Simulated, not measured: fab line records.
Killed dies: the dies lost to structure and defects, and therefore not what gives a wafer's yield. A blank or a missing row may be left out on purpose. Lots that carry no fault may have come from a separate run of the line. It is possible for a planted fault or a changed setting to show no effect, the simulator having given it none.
Chamber matching | flow nand harc | NHARC_P_CONTACT_CMP_01 on cmp-01 has 4 sister chambers
The step polishes SiO2, target thk 200 nm. 16 wafers are shown with their chamber, then 8 later ones without.

EACH WAFER AND ITS CHAMBER
wafer  | chamber | motor current A (A)
L074.1 | 3       | 11.6
L074.2 | 0       | 10.0
L074.3 | 1       | 12.0
L077.1 | 3       | 10.9
L077.3 | 2       | 11.8
L077.4 | 1       | 12.2
L078.2 | 3       | 10.5
L078.5 | 1       | 11.9
L078.6 | 0       | 10.6
L081.1 | 1       | 12.2
L081.2 | 0       | 11.2
L081.5 | 2       | 11.9
L090.1 | 0       | 10.5
L090.4 | 2       | 12.0
L090.6 | 1       | 12.8
L089.1 | 2       | 11.6

SIGNATURES (averages over the wafers above)
reading         | chamber 0 | chamber 1 | chamber 2 | chamber 3 | scatter within a chamber
motor current A | 10.575    | 12.220    | 11.825    | 11.000    | 0.4
Rule: a wafer's distance from a chamber is the root of the sum, over the readings, of the square of ((its reading less the chamber's mean) divided by the reading's scatter). The wafer belongs to the nearest chamber; if the next one is less than 2 further off, it can't be placed. The scatter: the root of (the sum of the squares of (reading less its chamber's mean) over the shown wafers, divided by (wafers less chambers)).

WAFERS WITH NO CHAMBER GIVEN
wafer  | motor current A (A)
L089.3 | 10.7
L089.6 | 12.3
L092.1 | 10.5
L092.2 | 12.4
L092.6 | 11.0
L093.1 | 11.0
L093.3 | 10.4
L093.6 | 11.4

WHICH CHAMBER EACH WENT THROUGH
wafer  | from the rows above               | in truth
L089.3 | can't be placed: 0 or 3           | 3
L089.6 | can't be placed: 1 or 2           | 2
L092.1 | can't be placed: 0 or 3           | 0
L092.2 | can't be placed: 1 or 2           | 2
L092.6 | can't be placed: 3 or 0           | 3
L093.1 | can't be placed: 3 or 0           | 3
L093.3 | can't be placed: 0 or 3           | 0
L093.6 | can't be placed: 3 or 2 or 1 or 0 | 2
Correctly placed: 0 of 8. Cannot be placed on the basis of these rows: 8; the candidates contain the true chamber in 8. Number placed wrongly: 0.
